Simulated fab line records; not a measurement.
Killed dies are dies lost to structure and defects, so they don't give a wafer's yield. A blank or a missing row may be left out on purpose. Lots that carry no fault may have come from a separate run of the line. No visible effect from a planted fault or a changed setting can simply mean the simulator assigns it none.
fab line records -- flow n5-finfet
record lots=4, wafers=12, last-day=21
route steps=1938 shown BEOL_M11@1548
lots untouched by any fault: they come from a run of this same line in which no faults occurred
start-h: the number of hours between the record's first day and the start of the first shown wafer of the lot -- wait-h: time in hours since the lot's previous step -- " repeats the value in the row above -- L1.1+2: several wafers, shown together as one row -- - no value, or no start was given -- * or withheld: withheld -- < > ~ a bound
route shown NAME@n: NAME is a module with steps in the file, n the number in the route of the first one -- usual: mean/standard deviation taken from wafers without a fault -- same: alike in all rows -- chamber/n: place in a boat -- sites: per-site readings -- _std_site: standard deviation of those values -- _edge_site: inner sites' mean taken away from outer sites' mean -- radius-mm: for every site, how far away it sits from the centre of the wafer -- mask NAME#n: copy n -- behind: the tool/chamber that last shaped the wafer -- hold: cause of the lot's hold/its duration in hours/its outcome -- device: transistor that didn't switch, given as n, p or np -- end of line: tests run on the same wafers once the route is complete -- a step with no rows: only its recipe -- killed: dies lost to structure and defects at the first sort, not the wafer's yield -- map: per-die view of a wafer (x killed, . not killed, _ where there is no die)
set.NAME: the setting that was run; set.NAME@STEP: the one run at that earlier step -- model.NAME: the simulator's own value behind a step, which no gauge read
lots at some steps of the route; a table a step, a row a wafer
services: the hour from which a tool's chamber was out of use, counted from the record's first day as start-h (under 0 if before that day), plus the number of hours and why
## steps
# step N5_BEOL_M11_DEVELOP_10
# recipe develop-time-s=30, developer=TMAH, resist=CAR-ArF, rinse-liquid=diw, dry=air-spin, dev-temp-c=23
# step N5_BEOL_M11_DESCUM_16
# recipe chemistry=O2, time-s=7.9, source-power-w=50, bias-power-w=20, pressure-mtorr=20, rf-frequency-hz=2.712e+07, temp-c=40, resist=CAR-ArF, o2-flow-sccm=225
# step N5_BEOL_M11_ETCH_61
# recipe chemistry=CF4, target=SiARC, target-depth-a=390, mask-material=CAR-ArF, time-s=65, ion-energy-ev=80, pressure-mtorr=40, source-w=545, bias-w=36, Ar_flow_sccm=100, cf4-flow-sccm=100, ends=cleared
# step N5_BEOL_M11_ETCH_62
# recipe chemistry=N2/H2, target=SOC, target-depth-a=1100, overetch-a=220, mask-material=SiARC, temp-c=40, time-s=165, ion-energy-ev=200, pressure-mtorr=30, source-w=840, bias-w=150, n2-flow-sccm=200, h2-flow-sccm=200
# step N5_BEOL_M11_STRIP_68
# recipe chemistry=N2/H2, temp-c=40, n2-flow-sccm=200, h2-flow-sccm=200, rf-frequency-hz=6e+07
# step N5_BEOL_M11_STRIP_67
# recipe chemistry=CF4, resist=SiARC, power-w=300, bias-power-w=75, pressure-mtorr=50, cf4-flow-sccm=150, rf-frequency-hz=6e+07
# step N5_BEOL_M11_HM_OPEN_17
# recipe chemistry=Cl2/BCl3, target-depth-a=200, overetch-a=60, target=TiN, mask-material=SOC, ion-energy-ev=150, pressure-mtorr=10, icp-w=1000, bias-w=126, Cl2_flow_sccm=53.25, bcl3-flow-sccm=21.75, Ar_flow_sccm=25
# step N5_BEOL_M11_STRIP_19
# recipe chemistry=O2, power-w=400, temp-c=40, pressure-mtorr=30, rf-frequency-hz=6e+07, bias-power-w=0, overash-fraction=0.2, o2-flow-sccm=225
# step N5_BEOL_M11_COAT_63
# recipe resist=SOC, temp-c=250, time-s=60, spin-rpm=1500, resist-thk-nm=100
# usual spin-speed-rpm=1499.9/1
lot.wafer,tool,chamber,start-h,wait-h,spin-speed-rpm,model.SOC_of_BEOL_M11_COAT_63.thk-nm
L904.1,litho-track-02,0,345.58,0.6,1453.5,101.8
L904.2,litho-track-02,0,345.58,0.6,1455.2,102.4
L904.5,litho-track-02,0,345.58,0.6,1454.2,102.4
L901.1,litho-track-02,0,356.81,1.7,1453.9,101.6
L901.2,litho-track-02,0,356.81,1.7,1453.2,102
L901.3,litho-track-02,0,356.81,1.7,1454.3,101.8
L909.3,litho-track-02,0,422.44,2.8,1498.6,100.2
L909.4,litho-track-02,0,422.44,2.8,1499.8,100.2
L909.5,litho-track-02,0,422.44,2.8,1497.5,100.6
L916.1,litho-track-01,0,432.35,2.5,1500.9,100
L916.5,litho-track-01,0,432.35,2.5,1499.0,99.8
L916.6,litho-track-01,0,432.35,2.5,1499.1,100.2
# step N5_BEOL_M11_COAT_64
# recipe resist=SiARC, temp-c=220, time-s=60, spin-rpm=1500, resist-thk-nm=30
# step N5_BEOL_M11_COAT_22
# recipe resist=CAR-ArF, spin-rpm=1500, resist-thk-nm=90
# step N5_BEOL_M11_EBR_24
# recipe solvent=PGMEA, ebr-width-mm=1.5
# step N5_BEOL_M11_SOFTBAKE_23
# recipe temp-c=110, time-s=60, resist=CAR-ArF
# step N5_BEOL_M11_EXPOSE_25
# recipe mask-id=V10, na=1.35, source-shape=annular, sigma-inner=0.5, sigma-outer=0.8, polarization=unpolarized, dose-mj=85.5
# step N5_BEOL_M11_PEB_26
# recipe peb-temp-c=withheld, peb-time-s=60, resist=CAR-ArF
# step N5_BEOL_M11_DEVELOP_27
# recipe develop-time-s=30, developer=TMAH, resist=CAR-ArF, rinse-liquid=diw, dry=air-spin, dev-temp-c=23
# step N5_BEOL_M11_DESCUM_33
# recipe chemistry=O2, time-s=7.9, source-power-w=50, bias-power-w=20, pressure-mtorr=20, rf-frequency-hz=2.712e+07, temp-c=40, resist=CAR-ArF, o2-flow-sccm=225
# step N5_BEOL_M11_ETCH_65
# recipe chemistry=CF4, target=SiARC, target-depth-a=390, mask-material=CAR-ArF, time-s=65, ion-energy-ev=80, pressure-mtorr=40, source-w=545, bias-w=36, Ar_flow_sccm=100, cf4-flow-sccm=100, ends=cleared
# step N5_BEOL_M11_ETCH_66
# recipe chemistry=N2/H2, target=SOC, target-depth-a=1200, overetch-a=240, mask-material=SiARC, temp-c=40, time-s=180, ion-energy-ev=200, pressure-mtorr=30, source-w=840, bias-w=150, n2-flow-sccm=200, h2-flow-sccm=200
# usual drypump-motor-current-A=5.6/0.46, h2-flow-sccm=199.9/0.61, oes-product-au=0.64/0.069, rf-vpp-V=524.3/3, showerhead-plenum-p-Torr=2.55/0.096, throttle-valve-pct=17.9/0.33
lot.wafer,tool,chamber,start-h,wait-h,drypump-motor-current-A,h2-flow-sccm,oes-product-au,rf-hours-counter-h,rf-vpp-V,showerhead-plenum-p-Torr,throttle-valve-pct,model.etch.depth-nm
L904.1,rie-diel-06,3,346.12,0.0,6.0,198.7,0.71,52,525.3,2.58,17.7,101.9
L904.2,rie-diel-06,0,346.12,0.0,5.8,199.4,0.61,174,523.4,2.55,18.2,102.3
L904.5,rie-diel-06,2,346.12,0.0,5.6,199.9,0.78,-,523.6,2.48,17.3,102.4
L901.1,rie-diel-02,2,357.24,0.0,5.0,199.9,0.75,9,526.6,2.60,17.6,101.6
L901.2,rie-diel-02,1,357.24,0.0,6.4,199.6,0.63,133,527.2,2.65,17.7,101.9
L901.3,rie-diel-02,3,357.24,0.0,5.7,199.5,0.65,130,521.9,2.48,18.5,101.7
L909.3,rie-diel-05,3,423.04,0.0,5.7,200.5,0.57,237,520.1,2.41,17.9,100.2
L909.4,rie-diel-05,1,423.04,0.0,5.6,200.3,0.75,12,525.3,2.62,17.7,100.2
L909.5,rie-diel-05,3,423.04,0.0,5.7,199.6,0.56,-,519.5,2.41,17.9,100.5
L916.1,rie-diel-02,0,433.26,0.0,4.9,199.6,0.69,52,529.1,2.67,18.0,99.97
L916.5,rie-diel-02,2,433.26,0.0,5.0,200.0,0.70,-,527.1,2.59,17.6,99.86
L916.6,rie-diel-02,3,433.26,0.0,5.7,200.0,0.63,-,521.4,2.47,18.6,100.1
# step N5_BEOL_M11_STRIP_69
# recipe chemistry=N2/H2, temp-c=40, n2-flow-sccm=200, h2-flow-sccm=200, rf-frequency-hz=6e+07
# step N5_BEOL_M11_VIA_ETCH_34
# recipe chemistry=C4F6/O2, target=SiCOH_lowk, target-depth-a=1845, mask-material=SOC, taper-deg=4, time-s=69.2, ion-energy-ev=250, pressure-mtorr=30, source-w=345, bias-w=185, Ar_flow_sccm=300, C4F6_flow_sccm=10, O2_flow_sccm=10
# usual drypump-motor-current-A=5.6/0.46, oes-product-au=0.79/0.092, rf-vpp-V=678/18, showerhead-plenum-p-Torr=2.85/0.11, throttle-valve-pct=20.89/0.21
lot.wafer,tool,chamber,start-h,wait-h,drypump-motor-current-A,oes-product-au,rf-hours-counter-h,rf-vpp-V,showerhead-plenum-p-Torr,throttle-valve-pct,model.SOC_of_BEOL_M11_COAT_63.thk-nm
L904.1,rie-diel-06,3,346.25,0.0,6.1,0.89,52,678,2.90,20.96,93.4
L904.2,rie-diel-06,0,346.25,0.0,5.8,0.74,174,684,2.83,21.15,94.6
L904.5,rie-diel-06,2,346.25,0.0,5.5,0.96,-,655,2.82,20.57,94.4
L901.1,rie-diel-02,2,357.36,0.0,5.0,0.92,9,658,2.89,20.56,93.4
L901.2,rie-diel-02,1,357.36,0.0,6.4,0.75,133,692,2.96,20.79,94
L901.3,rie-diel-02,3,357.36,0.0,5.7,0.77,130,716,2.72,21.11,93.8
L909.3,rie-diel-05,3,423.16,0.0,5.7,0.69,237,668,2.69,20.86,92.4
L909.4,rie-diel-05,1,423.16,0.0,5.6,0.93,12,692,2.92,20.88,92.2
L909.5,rie-diel-05,3,423.16,0.0,5.7,0.70,-,667,2.69,20.88,92.6
L916.1,rie-diel-02,0,433.38,0.0,4.8,0.86,52,689,2.98,21.06,92
L916.5,rie-diel-02,2,433.38,0.0,5.0,0.87,-,659,2.88,20.58,91.8
L916.6,rie-diel-02,3,433.38,0.0,5.7,0.76,-,717,2.71,21.15,92.2
# step N5_BEOL_M11_STRIP_73
# recipe chemistry=C4F6/O2, resist=SiARC, rf-frequency-hz=6e+07
## services
tool,chamber,start-h,hours,kind
litho-track-02,-,333.18,-,consumable-replace:filter
rie-diel-05,0,344.40,2.8,repair
rie-diel-05,1,347.18,-,clean
rie-diel-05,1,347.18,-,consumable-replace:esc
rie-diel-05,1,347.18,-,consumable-replace:focus-ring
rie-diel-05,1,347.18,37.7,scheduled-down
rie-diel-05,1,347.18,37.7,vent-cycle
rie-diel-02,1,367.74,5.0,repair
rie-diel-06,0,401.30,8.8,repair
rie-diel-06,0,411.47,6.5,repair
rie-diel-02,2,417.51,2.8,repair
rie-diel-06,2,431.53,15.6,repair
## key
first-sign step=N5_BEOL_M11_COAT_63, reading=spin-speed-rpm, direction=down, sigmas=45, usual=*, struck=*
effect none on later readings
model-effect step=N5_BEOL_M11_COAT_63, value=SOC_of_BEOL_M11_COAT_63.thk-nm, without=100.4, struck=102
model-effect step=N5_BEOL_M11_ETCH_66, value=etch.depth-nm, without=100.4, struck=102
model-effect step=N5_BEOL_M11_VIA_ETCH_34, value=SOC_of_BEOL_M11_COAT_63.thk-nm, without=92.5, struck=93.93
met-at N5_BEOL_M11_COAT_63
struck-wafers L901.1,L901.2,L901.3,L904.1,L904.2,L904.5
fault kind=process-parameter-drift, tool=litho-track-02, chamber=-, onset-h=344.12, steps=N5_BEOL_M11_COAT_63, channel=spin-rpm, offset=*, shape=step, end-h=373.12, acts-in=*, stated=*
